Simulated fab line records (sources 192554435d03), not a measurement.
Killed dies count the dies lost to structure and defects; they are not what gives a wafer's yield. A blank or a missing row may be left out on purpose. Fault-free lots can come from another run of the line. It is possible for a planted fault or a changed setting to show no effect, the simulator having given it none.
fab line records	flow n5Finfet
record: lots: 24	wafers: 72	lastDay: 17
route steps=1938 shown BEOL_M0@749 BEOL_M1@752
lots that met no fault: from a run of the same line without faults
startH: start of the lot's first displayed wafer, in hours after the record's first day	waitH: hours elapsed since this lot's preceding step	" the same as in the row above	L1.1+2: several wafers, shown together as one row	- value missing, or start not given	* or withheld: withheld	< > ~ a bound
route shown NAME@n: names a module that has steps shown in the file, with the first one's number in the route	usual: mean/standard deviation taken from wafers without a fault	same: alike in all rows	chamber/n: place in a boat	sites: each site's reading	_std_site: standard deviation across them	_edge_site: mean of outer sites minus mean of inner sites	radiusMm: for every site, how far away it sits from the centre of the wafer	mask NAME#n: copy n	behind: tool/chamber where the wafer was last shaped	hold: why the lot went on hold/how many hours it stayed there/how the hold came to an end	device: whichever transistor did not switch (one of n, p or np)	end of line: the route-end tests of the same wafers	a step without rows: its recipe alone	killed: dies lost to structure and defects at the first sort, not the wafer's yield	map: the dies of a wafer, with x for killed, . for not killed, _ for no die there
set.NAME: the setting the step ran with; set.NAME@STEP: the setting that earlier step ran with	model.NAME: the simulator's own value behind a step, which no gauge read
one table for each step of the route and one row for each wafer, over a sample of lots
services: a tool's chamber out of use, with start hour (startH, from the record's first day; less than 0 if before it), hours out, and reason
== steps ==
step: N5_BEOL_M0_RS_MEAS_126
recipe: thkMeasGauge: four-point-probe	reads: Co_of_BEOL_M0_CO_CAP_123+Cu_of_BEOL_M0_ECD_118+Co_of_BEOL_M0_CVD_115+TaN_of_BEOL_M0_ALD_136
usual: M0_RS: 0.530/0.014
lot.wafer	tool	chamber	startH	waitH	M0_RS[ohm/sq]
L074.3	filmMetro-01	-	124.15	0.1	0.549
L074.5	"	-	"	"	0.521
L074.6	"	-	"	"	0.537
L075.3	filmMetro-02	-	126.94	0.1	0.538
L075.4	"	-	"	"	0.543
L075.5	"	-	"	"	0.538
L076.2	filmMetro-02	-	134.56	0.1	0.527
L076.4	"	-	"	"	0.542
L076.5	"	-	"	"	0.513
L077.1	filmMetro-02	-	137.35	0.0	0.538
L077.3	"	-	"	"	0.532
L077.5	"	-	"	"	0.517
L078.4	filmMetro-01	-	149.27	0.1	0.508
L078.5	"	-	"	"	0.509
L078.6	"	-	"	"	0.508
L079.2	filmMetro-01	-	155.16	0.1	0.529
L079.3	"	-	"	"	0.498
L079.6	"	-	"	"	0.504
L080.2	filmMetro-02	-	164.31	0.1	0.550
L080.3	"	-	"	"	0.526
L080.5	"	-	"	"	0.523
L081.1	filmMetro-02	-	168.60	0.0	0.518
L081.3	"	-	"	"	0.542
L081.6	"	-	"	"	0.524
L082.1	filmMetro-01	-	176.15	0.0	0.549
L082.4	"	-	"	"	0.533
L082.6	"	-	"	"	0.537
L083.1	filmMetro-01	-	184.21	0.0	0.536
L083.3	"	-	"	"	0.530
L083.4	"	-	"	"	0.517
L084.2	filmMetro-02	-	186.11	0.1	0.550
L084.5	"	-	"	"	0.537
L084.6	"	-	"	"	0.539
L085.3	filmMetro-01	-	201.16	0.1	0.583
L085.4	"	-	"	"	0.549
L085.6	"	-	"	"	0.546
L086.2	filmMetro-01	-	203.98	0.1	0.531
L086.4	"	-	"	"	0.511
L086.5	"	-	"	"	0.530
L087.2	filmMetro-02	-	206.15	0.1	0.518
L087.3	"	-	"	"	0.543
L087.6	"	-	"	"	0.531
L088.4	filmMetro-01	-	209.12	0.0	0.522
L088.5	"	-	"	"	0.526
L088.6	"	-	"	"	0.527
L089.1	filmMetro-02	-	211.65	0.0	0.549
L089.3	"	-	"	"	0.539
L089.4	"	-	"	"	0.523
L090.1	filmMetro-02	-	215.27	0.0	0.555
L090.2	"	-	"	"	0.544
L090.6	"	-	"	"	0.550
L092.2	filmMetro-02	-	224.19	0.1	0.543
L092.3	"	-	"	"	0.530
L092.6	"	-	"	"	0.531
L091.1	filmMetro-01	-	231.25	0.1	0.534
L091.2	"	-	"	"	0.518
L091.3	"	-	"	"	0.542
L093.1	filmMetro-01	-	232.59	0.0	0.511
L093.2	"	-	"	"	0.521
L093.6	"	-	"	"	0.508
L094.1	filmMetro-02	-	240.58	0.0	0.540
L094.2	"	-	"	"	0.538
L094.6	"	-	"	"	0.518
L095.2	filmMetro-02	-	246.67	0.1	0.541
L095.3	"	-	"	"	0.529
L095.5	"	-	"	"	0.533
L096.2	filmMetro-02	-	256.59	0.1	0.554
L096.5	"	-	"	"	0.536
L096.6	"	-	"	"	0.539
L097.4	filmMetro-02	-	259.80	0.0	0.525
L097.5	"	-	"	"	0.517
L097.6	"	-	"	"	0.505
step: N5_BEOL_M1_THK_MEAS_01
recipe: reads: SiOC_of_BEOL_M1_ILD_DEP_00
usual: M1_ILD_THK: 78.7/0.97
lot.wafer	tool	chamber	startH	waitH	M1_ILD_THK[nm]
L074.3	filmMetro-01	-	124.31	0.1	77.9
L074.5	"	-	"	"	78.0
L074.6	"	-	"	"	77.8
L075.3	filmMetro-01	-	127.07	0.1	78.0
L075.4	"	-	"	"	78.9
L075.5	"	-	"	"	79.3
L076.2	filmMetro-02	-	134.91	0.3	77.9
L076.4	"	-	"	"	78.8
L076.5	"	-	"	"	79.1
L077.1	filmMetro-02	-	137.48	0.0	76.5
L077.3	"	-	"	"	78.0
L077.5	"	-	"	"	79.0
L078.4	filmMetro-02	-	149.41	0.1	80.2
L078.5	"	-	"	"	78.8
L078.6	"	-	"	"	81.0
L079.2	filmMetro-01	-	155.30	0.1	78.6
L079.3	"	-	"	"	78.3
L079.6	"	-	"	"	79.1
L080.2	filmMetro-02	-	164.44	0.1	78.3
L080.3	"	-	"	"	77.8
L080.5	"	-	"	"	78.6
L081.1	filmMetro-01	-	168.73	0.0	78.5
L081.3	"	-	"	"	77.7
L081.6	"	-	"	"	80.0
L082.1	filmMetro-01	-	176.28	0.0	78.8
L082.4	"	-	"	"	79.2
L082.6	"	-	"	"	80.0
L083.1	filmMetro-01	-	184.34	0.0	77.4
L083.3	"	-	"	"	77.3
L083.4	"	-	"	"	79.1
L084.2	filmMetro-02	-	186.24	0.1	78.7
L084.5	"	-	"	"	79.1
L084.6	"	-	"	"	77.9
L085.3	filmMetro-01	-	201.29	0.1	78.8
L085.4	"	-	"	"	81.6
L085.6	"	-	"	"	80.7
L086.2	filmMetro-01	-	204.11	0.1	77.8
L086.4	"	-	"	"	78.9
L086.5	"	-	"	"	78.6
L087.2	filmMetro-01	-	206.28	0.1	79.0
L087.3	"	-	"	"	78.3
L087.6	"	-	"	"	79.7
L088.4	filmMetro-02	-	209.27	0.1	78.6
L088.5	"	-	"	"	77.5
L088.6	"	-	"	"	78.1
L089.1	filmMetro-01	-	211.78	0.0	79.6
L089.3	"	-	"	"	78.6
L089.4	"	-	"	"	79.4
L090.1	filmMetro-01	-	215.40	0.0	78.5
L090.2	"	-	"	"	78.0
L090.6	"	-	"	"	79.5
L092.2	filmMetro-02	-	224.32	0.1	77.8
L092.3	"	-	"	"	78.3
L092.6	"	-	"	"	79.8
L091.1	filmMetro-02	-	231.38	0.0	77.5
L091.2	"	-	"	"	78.1
L091.3	"	-	"	"	78.4
L093.1	filmMetro-01	-	232.72	0.0	79.5
L093.2	"	-	"	"	78.0
L093.6	"	-	"	"	79.3
L094.1	filmMetro-01	-	240.71	0.0	79.3
L094.2	"	-	"	"	78.5
L094.6	"	-	"	"	80.1
L095.2	filmMetro-01	-	246.80	0.1	78.2
L095.3	"	-	"	"	78.8
L095.5	"	-	"	"	79.9
L096.2	filmMetro-02	-	256.72	0.1	77.5
L096.5	"	-	"	"	77.7
L096.6	"	-	"	"	78.8
L097.4	filmMetro-02	-	259.93	0.0	77.8
L097.5	"	-	"	"	78.9
L097.6	"	-	"	"	78.5
step: N5_BEOL_M1_INSPECT_13
recipe: mode: adi	inspectInstrument: brightfield
usual: rawDefectCount: 473/110
lot.wafer	tool	chamber	startH	waitH	rawDefectCount
L074.3	defectInspect-02	-	125.08	0.0	382
L074.5	"	-	"	"	456
L074.6	"	-	"	"	553
L075.3	defectInspect-01	-	128.20	0.0	313
L075.4	"	-	"	"	444
L075.5	"	-	"	"	423
L076.2	defectInspect-02	-	137.34	0.0	377
L076.4	"	-	"	"	386
L076.5	"	-	"	"	473
L077.1	defectInspect-02	-	138.20	0.1	498
L077.3	"	-	"	"	517
L077.5	"	-	"	"	470
L078.4	defectInspect-01	-	150.78	0.0	344
L078.5	"	-	"	"	324
L078.6	"	-	"	"	363
L079.2	defectInspect-01	-	156.36	0.0	635
L079.3	"	-	"	"	834
L079.6	"	-	"	"	464
L080.2	defectInspect-02	-	166.38	0.0	405
L080.3	"	-	"	"	633
L080.5	"	-	"	"	476
L081.1	defectInspect-01	-	171.43	0.1	433
L081.3	"	-	"	"	419
L081.6	"	-	"	"	518
L082.1	defectInspect-02	-	179.50	0.1	404
L082.4	"	-	"	"	468
L082.6	"	-	"	"	518
L083.1	defectInspect-01	-	186.30	0.1	480
L083.3	"	-	"	"	552
L083.4	"	-	"	"	631
L084.2	defectInspect-02	-	187.63	0.0	381
L084.5	"	-	"	"	358
L084.6	"	-	"	"	498
L085.3	defectInspect-02	-	202.68	0.0	458
L085.4	"	-	"	"	400
L085.6	"	-	"	"	381
L086.2	defectInspect-01	-	206.14	0.0	532
L086.4	"	-	"	"	479
L086.5	"	-	"	"	595
L087.2	defectInspect-02	-	206.97	0.0	442
L087.3	"	-	"	"	453
L087.6	"	-	"	"	511
L088.4	defectInspect-01	-	210.16	0.0	573
L088.5	"	-	"	"	579
L088.6	"	-	"	"	555
L089.1	defectInspect-02	-	212.96	0.1	375
L089.3	"	-	"	"	315
L089.4	"	-	"	"	283
L090.1	defectInspect-02	-	216.31	0.1	433
L090.2	"	-	"	"	424
L090.6	"	-	"	"	428
L092.2	defectInspect-01	-	226.69	0.0	437
L092.3	"	-	"	"	547
L092.6	"	-	"	"	529
L091.1	defectInspect-01	-	231.98	0.1	368
L091.2	"	-	"	"	550
L091.3	"	-	"	"	410
L093.1	defectInspect-01	-	234.54	0.1	506
L093.2	"	-	"	"	568
L093.6	"	-	"	"	503
L094.1	defectInspect-01	-	242.58	0.1	446
L094.2	"	-	"	"	721
L094.6	"	-	"	"	692
L095.2	defectInspect-02	-	247.68	0.0	426
L095.3	"	-	"	"	519
L095.5	"	-	"	"	432
L096.2	defectInspect-02	-	258.61	0.0	652
L096.5	"	-	"	"	477
L096.6	"	-	"	"	649
L097.4	defectInspect-01	-	262.49	0.0	456
L097.5	"	-	"	"	520
L097.6	"	-	"	"	419
step: N5_BEOL_M1_ETCH_74
recipe: chemistry: N2/H2	target: underlayer	targetDepthA: 65	maskMaterial: CAR-EUV	timeS: 5.2	ionEnergyEv: 200	pressureMtorr: 30	sourceW: 840	biasW: 150	n2FlowSccm: 200	h2FlowSccm: 200	ends: cleared
usual: drypumpMotorCurrentA: 5.79/0.28	etchRfOnTimeS: 5.21/0.1	oesProductAu: 0.65/0.067	rfVppV: 524.1/2.4	showerheadPlenumPTorr: 2.55/0.077	throttleValvePct: 17.97/0.28
lot.wafer	tool	chamber	startH	waitH	drypumpMotorCurrentA	etchRfOnTimeS	oesProductAu	rfHoursCounterH	rfVppV	showerheadPlenumPTorr	throttleValvePct
L074.3	rieDiel-04	3	125.15	0.0	5.46	5.17	0.63	197	524.0	2.53	18.18
L074.5	"	0	"	"	5.84	5.09	0.67	-	528.3	2.66	18.21
L074.6	"	3	"	"	5.47	5.14	0.63	-	521.5	2.53	18.19
L075.3	rieDiel-02	1	128.27	0.0	5.92	5.21	0.62	192	524.2	2.52	18.09
L075.4	"	3	"	"	5.61	5.36	0.58	224	526.8	2.61	18.05
L075.5	"	0	"	"	6.12	5.35	0.66	-	524.9	2.55	18.06
L076.2	rieDiel-02	2	137.41	0.0	5.31	5.30	0.67	129	521.1	2.46	17.69
L076.4	"	3	"	"	5.57	5.43	0.58	227	524.5	2.61	18.05
L076.5	"	2	"	"	5.32	5.27	0.67	-	522.4	2.46	17.72
L077.1	rieDiel-06	3	138.60	0.0	6.12	5.30	0.69	70	523.1	2.46	17.93
L077.3	"	2	"	"	5.79	5.16	0.64	169	526.8	2.65	18.02
L077.5	"	0	"	"	5.81	5.25	0.58	-	527.4	2.62	18.08
L078.4	rieDiel-06	3	150.95	0.0	6.15	5.24	0.70	75	520.8	2.46	17.92
L078.5	"	3	"	"	6.15	5.28	0.70	-	520.7	2.46	17.94
L078.6	"	0	"	"	5.82	5.23	0.59	-	525.0	2.61	18.13
L079.2	rieDiel-04	1	156.66	0.0	6.26	5.10	0.81	15	525.8	2.71	17.88
L079.3	"	2	"	"	5.85	5.04	0.79	24	522.6	2.49	17.18
L079.6	"	0	"	"	5.84	5.13	0.67	-	525.7	2.66	18.21
L080.2	rieDiel-04	3	166.50	0.0	5.50	5.13	0.62	209	522.6	2.52	18.21
L080.3	"	0	"	"	5.86	5.14	0.67	148	527.6	2.65	18.25
L080.5	"	0	"	"	5.83	5.15	0.66	-	528.4	2.66	18.23
L081.1	rieDiel-06	2	171.66	0.0	5.79	5.15	0.64	179	524.5	2.64	18.03
L081.3	"	3	"	"	6.17	5.26	0.69	80	524.6	2.46	17.95
L081.6	"	0	"	"	5.83	5.21	0.58	-	526.5	2.61	18.13
L082.1	rieDiel-04	2	179.57	0.0	5.80	5.03	0.78	29	522.2	2.49	17.21
L082.4	"	3	"	"	5.47	5.15	0.62	212	522.4	2.52	18.20
L082.6	"	2	"	"	5.78	5.06	0.78	-	521.6	2.49	17.19
L083.1	rieDiel-04	2	186.45	0.0	5.81	5.02	0.78	30	522.1	2.49	17.21
L083.3	"	0	"	"	5.85	5.16	0.65	152	526.8	2.65	18.22
L083.4	"	1	"	"	6.25	5.03	0.81	21	530.1	2.70	17.92
L084.2	rieDiel-06	0	187.70	0.0	5.83	5.22	0.58	234	525.0	2.61	18.13
L084.5	"	2	"	"	5.78	5.10	0.63	-	525.0	2.64	18.04
L084.6	"	1	"	"	5.95	5.26	0.60	-	523.3	2.61	17.89
L085.3	rieDiel-02	3	202.75	0.0	5.62	5.41	0.56	245	525.0	2.60	18.06
L085.4	"	0	"	"	6.09	5.34	0.64	165	523.7	2.54	18.09
L085.6	"	3	"	"	5.62	5.40	0.57	-	524.6	2.60	18.07
L086.2	rieDiel-02	1	206.20	0.0	5.91	5.16	0.60	216	522.7	2.50	18.13
L086.4	"	0	"	"	6.08	5.34	0.64	167	524.9	2.53	18.09
L086.5	"	3	"	"	5.58	5.41	0.57	-	525.6	2.60	18.04
L087.2	rieDiel-02	0	207.04	0.0	6.09	5.29	0.64	167	522.9	2.54	18.12
L087.3	"	1	"	"	5.90	5.14	0.60	217	524.1	2.51	18.18
L087.6	"	2	"	"	5.28	5.17	0.66	-	521.3	2.45	17.74
L088.4	rieDiel-06	2	210.22	0.0	5.78	5.14	0.63	189	527.3	2.64	18.05
L088.5	"	3	"	"	6.15	5.28	0.68	-	521.3	2.46	17.99
L088.6	"	2	"	"	5.79	5.14	0.62	-	526.7	2.64	18.06
L089.1	rieDiel-02	3	213.03	0.0	5.57	5.40	0.57	248	526.2	2.60	18.07
L089.3	"	0	"	"	6.10	5.25	0.65	169	525.7	2.53	18.11
L089.4	"	1	"	"	5.91	5.14	0.60	219	523.5	2.50	18.12
L090.1	rieDiel-02	0	216.68	0.0	6.09	5.29	0.64	170	525.0	2.53	18.12
L090.2	"	1	"	"	5.89	5.14	0.61	220	524.3	2.50	18.14
L090.6	"	1	"	"	5.89	5.17	0.60	-	522.8	2.50	18.17
L092.2	rieDiel-02	0	226.89	0.0	6.09	5.31	0.63	173	522.5	2.53	18.12
L092.3	"	1	"	"	5.90	5.17	0.60	223	523.3	2.50	18.15
L092.6	"	2	"	"	5.31	5.25	0.65	-	520.2	2.45	17.75
L091.1	rieDiel-02	2	232.05	0.0	5.34	5.28	0.64	159	520.0	2.45	17.76
L091.2	"	1	"	"	5.89	5.18	0.60	225	522.7	2.50	18.16
L091.3	"	0	"	"	6.09	5.44	0.63	175	522.4	2.53	18.10
L093.1	rieDiel-04	0	234.60	0.0	5.82	5.16	0.64	166	525.7	2.65	18.26
L093.2	"	2	"	"	5.76	5.11	0.75	44	522.4	2.49	17.25
L093.6	"	3	"	"	5.48	5.15	0.62	-	522.8	2.51	18.23
L094.1	rieDiel-02	0	242.65	0.0	6.11	5.38	0.63	178	524.4	2.53	18.12
L094.2	"	1	"	"	5.91	5.20	0.59	229	521.8	2.50	18.15
L094.6	"	1	"	"	5.90	5.23	0.59	-	520.2	2.50	18.15
L095.2	rieDiel-04	2	247.74	0.0	5.81	5.08	0.74	48	521.7	2.48	17.24
L095.3	"	3	"	"	5.46	5.23	0.60	231	524.1	2.51	18.24
L095.5	"	3	"	"	5.47	5.13	0.61	-	524.3	2.51	18.23
L096.2	rieDiel-02	0	258.69	0.0	6.10	5.36	0.63	183	522.7	2.53	18.13
L096.5	"	3	"	"	5.61	5.18	0.83	-	524.9	2.60	17.59
L096.6	"	2	"	"	5.32	5.24	0.64	-	520.1	2.44	17.76
L097.4	rieDiel-04	0	262.56	0.0	5.80	5.12	0.65	175	526.9	2.64	18.27
L097.5	"	2	"	"	5.81	5.09	0.74	-	523.7	2.48	17.24
L097.6	"	3	"	"	5.48	5.13	0.61	-	522.5	2.51	18.22
step: N5_BEOL_M1_OVL_MEAS_29
recipe: pointsPerWafer: 522
usual: V0_OVL: 0.2/0.71
lot.wafer	tool	chamber	startH	waitH	V0_OVL[nm]
L074.3	overlay-01	0	126.03	0.0	-0.2
L074.5	"	0	"	"	0.2
L074.6	"	0	"	"	0.7
L075.3	overlay-01	0	129.15	0.0	-0.1
L075.4	"	0	"	"	0.3
L075.5	"	0	"	"	0.7
L076.2	overlay-02	0	138.35	0.0	-1.0
L076.4	"	0	"	"	-1.1
L076.5	"	0	"	"	0.3
L077.1	overlay-01	0	139.71	0.0	0.3
L077.3	"	0	"	"	0.2
L077.5	"	0	"	"	-0.2
L078.4	overlay-01	0	151.71	0.0	0.3
L078.5	"	0	"	"	-0.3
L078.6	"	0	"	"	0.5
L079.2	overlay-01	0	157.68	0.0	0.6
L079.3	"	0	"	"	-0.3
L079.6	"	0	"	"	0.3
L080.2	overlay-01	0	167.25	0.0	-0.8
L080.3	"	0	"	"	1.4
L080.5	"	0	"	"	0.0
L081.1	overlay-02	0	172.41	0.0	1.2
L081.3	"	0	"	"	0.9
L081.6	"	0	"	"	0.7
L082.1	overlay-01	0	180.45	0.0	0.2
L082.4	"	0	"	"	1.3
L082.6	"	0	"	"	0.5
L083.1	overlay-01	0	187.31	0.0	-1.1
L083.3	"	0	"	"	-1.1
L083.4	"	0	"	"	-0.6
L084.2	overlay-02	0	188.62	0.0	-0.4
L084.5	"	0	"	"	-0.2
L084.6	"	0	"	"	0.1
L085.3	overlay-01	0	203.51	0.0	-0.1
L085.4	"	0	"	"	-0.6
L085.6	"	0	"	"	0.7
L086.2	overlay-02	0	207.08	0.0	1.3
L086.4	"	0	"	"	1.3
L086.5	"	0	"	"	2.2
L087.2	overlay-01	0	207.92	0.0	-0.8
L087.3	"	0	"	"	0.0
L087.6	"	0	"	"	-0.8
L088.4	overlay-01	0	211.11	0.0	0.2
L088.5	"	0	"	"	1.1
L088.6	"	0	"	"	1.2
L089.1	overlay-01	0	213.85	0.0	-0.7
L089.3	"	0	"	"	-1.1
L089.4	"	0	"	"	-0.6
L090.1	overlay-02	0	217.61	0.0	0.0
L090.2	"	0	"	"	0.1
L090.6	"	0	"	"	-1.1
L092.2	overlay-01	0	227.70	0.0	0.2
L092.3	"	0	"	"	0.3
L092.6	"	0	"	"	1.2
L091.1	overlay-02	0	232.79	0.0	0.6
L091.2	"	0	"	"	1.3
L091.3	"	0	"	"	0.4
L093.1	overlay-01	0	235.40	0.0	0.1
L093.2	"	0	"	"	-0.6
L093.6	"	0	"	"	0.7
L094.1	overlay-01	0	243.61	0.0	0.0
L094.2	"	0	"	"	0.5
L094.6	"	0	"	"	0.7
L095.2	overlay-01	0	248.49	0.0	-0.5
L095.3	"	0	"	"	0.7
L095.5	"	0	"	"	0.2
L096.2	overlay-02	0	259.46	0.0	0.9
L096.5	"	0	"	"	-0.2
L096.6	"	0	"	"	0.6
L097.4	overlay-02	0	263.44	0.0	1.3
L097.5	"	0	"	"	1.0
L097.6	"	0	"	"	0.4
step: N5_BEOL_M1_ALD_98
recipe: material: SiO2	targetThkA: 25	tempC: 100	aldPrecursorFamily: BDEAS	aldCoReactant: O2-plasma	pulseTimeS: 1	coReactantPulseTimeS: 1	purgeTimeS: 2	coReactantPurgeTimeS: 2	aldCycles: 17	pressureTorr: 2
usual: heaterPowerW: 80/13	precursorPulseHeightRel: 1.000/0.022
same: coReactantPurgeTimeS: 2
lot.wafer	tool	chamber	startH	waitH	heaterPowerW	precursorPulseHeightRel
L074.3	aldSin-02	1	126.51	0.3	74	1.036
L074.5	"	0	"	"	75	0.999
L074.6	"	1	"	"	76	1.005
L075.3	aldSin-03	2	129.36	0.1	86	1.044
L075.4	"	0	"	"	84	1.018
L075.5	"	0	"	"	85	0.979
L076.2	aldSin-02	1	139.36	0.1	75	0.999
L076.4	"	3	"	"	78	0.989
L076.5	"	0	"	"	73	1.034
L077.1	aldSin-02	2	140.04	0.2	101	1.026
L077.3	"	3	"	"	78	0.965
L077.5	"	2	"	"	102	0.987
L078.4	aldSin-01	0	152.05	0.2	68	1.006
L078.5	"	0	"	"	65	0.968
L078.6	"	1	"	"	70	1.023
L079.2	aldSin-01	0	158.11	0.3	67	1.000
L079.3	"	1	"	"	70	1.016
L079.6	"	2	"	"	72	1.010
L080.2	aldSin-02	1	167.74	0.3	77	0.977
L080.3	"	2	"	"	98	1.010
L080.5	"	2	"	"	99	0.984
L081.1	aldSin-01	2	172.63	0.1	70	1.000
L081.3	"	3	"	"	105	0.982
L081.6	"	2	"	"	74	1.033
L082.1	aldSin-01	3	180.69	0.1	107	0.994
L082.4	"	2	"	"	71	1.025
L082.6	"	1	"	"	68	0.991
L083.1	aldSin-01	3	187.56	0.1	111	0.981
L083.3	"	0	"	"	66	0.992
L083.4	"	2	"	"	73	0.977
L084.2	aldSin-01	1	189.19	0.1	68	1.017
L084.5	"	3	"	"	108	1.001
L084.6	"	0	"	"	66	1.007
L085.3	aldSin-02	1	203.72	0.1	76	1.006
L085.4	"	3	"	"	80	0.987
L085.6	"	0	"	"	73	0.983
L086.2	aldSin-02	3	207.30	0.1	79	0.991
L086.4	"	1	"	"	75	0.985
L086.5	"	2	"	"	104	0.995
L087.2	aldSin-01	1	208.14	0.1	70	0.936
L087.3	"	0	"	"	67	1.032
L087.6	"	2	"	"	70	0.984
L088.4	aldSin-01	1	211.61	0.1	70	1.060
L088.5	"	1	"	"	71	0.995
L088.6	"	2	"	"	73	1.010
L089.1	aldSin-01	1	214.08	0.1	69	1.034
L089.3	"	3	"	"	105	0.990
L089.4	"	2	"	"	72	0.989
L090.1	aldSin-03	2	218.52	0.7	84	1.040
L090.2	"	3	"	"	74	1.010
L090.6	"	3	"	"	76	0.990
L092.2	aldSin-01	3	227.92	0.1	107	1.018
L092.3	"	1	"	"	70	0.968
L092.6	"	1	"	"	70	1.001
L091.1	aldSin-02	3	233.23	0.3	81	1.016
L091.2	"	2	"	"	100	1.006
L091.3	"	0	"	"	77	0.988
L093.1	aldSin-03	2	235.67	0.1	86	1.012
L093.2	"	3	"	"	75	1.002
L093.6	"	2	"	"	85	1.007
L094.1	aldSin-02	1	243.91	0.1	75	0.971
L094.2	"	3	"	"	80	1.012
L094.6	"	3	"	"	79	1.001
L095.2	aldSin-01	3	248.71	0.1	108	0.999
L095.3	"	1	"	"	70	1.032
L095.5	"	2	"	"	73	0.995
L096.2	aldSin-01	2	259.68	0.1	72	0.983
L096.5	"	2	"	"	73	0.996
L096.6	"	3	"	"	108	0.966
L097.4	aldSin-01	0	263.65	0.1	67	1.002
L097.5	"	2	"	"	73	0.993
L097.6	"	3	"	"	106	1.020
== services ==
tool	chamber	startH	hours	kind
rieDiel-06	1	133.57	9.6	repair
rieDiel-04	3	137.47	4.1	repair
rieDiel-04	2	146.42	8.2	repair
rieDiel-04	-	173.81	2.7	repair
rieDiel-02	3	220.00	-	clean
rieDiel-02	3	220.00	-	consumableReplace:focusRing
rieDiel-02	3	220.00	18.5	scheduledDown
rieDiel-02	3	220.00	18.5	ventCycle
rieDiel-06	1	227.30	-	clean
rieDiel-06	1	227.30	-	consumableReplace:focusRing
rieDiel-06	1	227.30	12.9	scheduledDown
rieDiel-06	1	227.30	12.9	ventCycle
rieDiel-02	3	240.04	7.0	repair
rieDiel-06	0	240.32	-	clean
rieDiel-06	0	240.32	-	consumableReplace:focusRing
rieDiel-06	0	240.32	11.9	scheduledDown
rieDiel-06	0	240.32	11.9	ventCycle
aldSin-01	-	242.63	2.0	repair
rieDiel-04	3	256.08	4.6	repair
== key ==
fault none
